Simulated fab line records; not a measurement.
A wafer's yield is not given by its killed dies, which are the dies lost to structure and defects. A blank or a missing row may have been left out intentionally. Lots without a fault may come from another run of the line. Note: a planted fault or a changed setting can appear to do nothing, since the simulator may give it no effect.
Matching of chambers -- flow nand_harc -- 4 sister chambers for NHARC_A_CHANNEL_HOLE_D2_DESCUM_15 on rie_diel-09
The step chemistry O2, time 3 s. 16 wafers are shown with their chamber, then 8 later ones without.

== WAFERS WITH THEIR CHAMBER ==
wafer,chamber,showerhead_plenum_p_Torr (Torr),oes_product_au (a.u.),throttle_valve_pct (%)
L075.2,1,1.94,0.994,11.324
L075.5,3,1.91,1.032,11.319
L075.6,2,1.98,1.002,11.323
L074.2,3,1.91,1.022,11.288
L074.3,1,1.94,0.993,11.303
L074.4,0,1.83,0.987,11.310
L081.1,2,1.98,1.003,11.318
L081.3,0,1.83,0.975,11.326
L081.5,1,1.94,0.994,11.311
L083.1,0,1.83,0.983,11.317
L083.3,2,1.98,1.008,11.313
L083.4,1,1.94,0.985,11.315
L085.3,1,1.93,0.984,11.307
L085.5,3,1.91,1.006,11.301
L085.6,0,1.83,0.974,11.308
L086.1,0,1.83,0.974,11.313

SIGNATURES (averages over the wafers above)
reading,chamber 0,chamber 1,chamber 2,chamber 3,scatter within a chamber
showerhead_plenum_p_Torr,1.8300,1.9380,1.9800,1.9100,0.00258
oes_product_au,0.97860,0.99000,1.00433,1.02000,0.00714
throttle_valve_pct,11.31480,11.31200,11.31800,11.30267,0.00912
Rule: for a wafer and a chamber, the distance is found by dividing, reading by reading, the gap between the wafer's reading and the chamber's mean by the reading's scatter, squaring, summing and taking the root. If the next closest chamber is less than 2 further off than the closest, the wafer can't be placed; otherwise it belongs to the closest. The scatter: the root of (the sum of the squares of (reading less its chamber's mean) over the shown wafers, divided by (wafers less chambers)).

== WAFERS WHOSE CHAMBER IS MISSING ==
wafer,showerhead_plenum_p_Torr (Torr),oes_product_au (a.u.),throttle_valve_pct (%)
L086.4,1.93,0.982,11.309
L086.6,1.93,0.974,11.306
L089.4,1.83,0.976,11.321
L089.5,1.83,0.979,11.301
L089.6,1.93,0.983,11.311
L092.1,1.93,0.975,11.320
L092.3,1.83,0.976,11.318
L092.5,1.93,0.981,11.311

== EACH ONE'S CHAMBER ==
wafer,from the rows above,in truth
L086.4,1,1
L086.6,1,1
L089.4,0,0
L089.5,0,0
L089.6,1,1
L092.1,1,1
L092.3,0,0
L092.5,1,1
Placed correctly: 8 of 8. Not placeable from these rows: 0. Number placed wrongly: 0.
